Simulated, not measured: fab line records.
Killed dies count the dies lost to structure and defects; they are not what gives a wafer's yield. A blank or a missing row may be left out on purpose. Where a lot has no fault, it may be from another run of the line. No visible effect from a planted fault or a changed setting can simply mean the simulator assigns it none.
Matching of chambers | flow nandHarc | NHARC_P_M0_STRIP_18 on rieDiel-04: 4 sister chambers
The step strips in N2/H2. 4 wafers are shown with their chamber, then 12 later ones without.

## EACH WAFER AND ITS CHAMBER
wafer  | chamber | drypumpMotorCurrentA (A)
L090.5 | 0       | 6.0
L091.2 | 2       | 6.4
L091.3 | 3       | 5.0
L091.4 | 1       | 5.5

## WAFERS WHOSE CHAMBER IS MISSING
wafer  | drypumpMotorCurrentA (A)
L092.2 | 6.3
L092.4 | 5.5
L092.6 | 5.0
L094.1 | 5.5
L094.2 | 6.0
L094.3 | 6.4
L095.1 | 6.0
L095.2 | 5.5
L095.6 | 5.5
L096.1 | 5.5
L096.4 | 5.0
L096.6 | 5.5

## WHICH CHAMBER EACH ONE RAN IN
wafer  | from the rows above | in truth
L092.2 | 2                   | 2
L092.4 | 1                   | 1
L092.6 | 3                   | 3
L094.1 | 1                   | 1
L094.2 | 0                   | 0
L094.3 | 2                   | 2
L095.1 | 0                   | 0
L095.2 | 1                   | 1
L095.6 | 1                   | 1
L096.1 | 1                   | 1
L096.4 | 3                   | 3
L096.6 | 1                   | 1
Placed correctly: 12 of 12. Number that these rows cannot place: 0. Number placed wrongly: 0.
How it was worked out, from the rows above alone: a wafer's distance from a chamber is the root of the sum, over the readings, of the square of ((its reading less the chamber's mean) divided by the reading's scatter). If the next closest chamber is less than 2 further off than the closest, the wafer can't be placed; otherwise it belongs to the closest. The mean given for a chamber averages the wafers shown for that chamber. The scatter: with one shown wafer a chamber, the root of the mean of the squares of how far each hidden wafer lies from its nearest shown one.
